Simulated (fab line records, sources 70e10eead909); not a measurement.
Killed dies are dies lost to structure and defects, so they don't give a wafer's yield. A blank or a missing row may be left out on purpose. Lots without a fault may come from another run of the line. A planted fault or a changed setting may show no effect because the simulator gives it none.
Chamber matching | flow nand_harc | NHARC_A_WL_FILL_ALD_19 on ald_metal-01: 4 sister chambers
The step deposits TiN, target thk 2 nm, pulse time 3 s, ald cycles 100. 4 wafers are shown with their chamber, then 12 later ones without.

WAFERS WITH THEIR CHAMBER
wafer  | chamber | heater_power_w (W)
L086.5 | 2       | 943
L091.2 | 0       | 882
L091.3 | 1       | 1077
L091.5 | 3       | 1028

WAFERS WITHOUT THEIR CHAMBER
wafer  | heater_power_w (W)
L090.2 | 1013
L090.4 | 931
L090.5 | 893
L093.1 | 887
L093.5 | 1011
L093.6 | 964
L094.2 | 1089
L094.4 | 1039
L094.6 | 914
L097.2 | 1119
L097.3 | 1007
L097.5 | 1100

WHICH CHAMBER EACH WENT THROUGH
wafer  | from the rows above     | in truth
L090.2 | 3                       | 3
L090.4 | can't be placed: 2 or 0 | 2
L090.5 | can't be placed: 0 or 2 | 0
L093.1 | 0                       | 0
L093.5 | 3                       | 3
L093.6 | 2                       | 2
L094.2 | 1                       | 1
L094.4 | can't be placed: 3 or 1 | 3
L094.6 | can't be placed: 2 or 0 | 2
L097.2 | 1                       | 1
L097.3 | 3                       | 3
L097.5 | 1                       | 1
Placed correctly: 8 of 12. Can't be placed from these rows: 4 (the true chamber is among the candidates in 4). Placed wrongly: 0.
How it was worked out, from the rows above alone: a wafer's distance from a chamber is the root of the sum, over the readings, of the square of ((its reading less the chamber's mean) divided by the reading's scatter). The wafer belongs to the nearest chamber; if the next one is less than 2 further off, it can't be placed. A chamber's mean is the mean of its shown wafers. The scatter: with one shown wafer a chamber, the root of the mean of the squares of how far each hidden wafer lies from its nearest shown one.
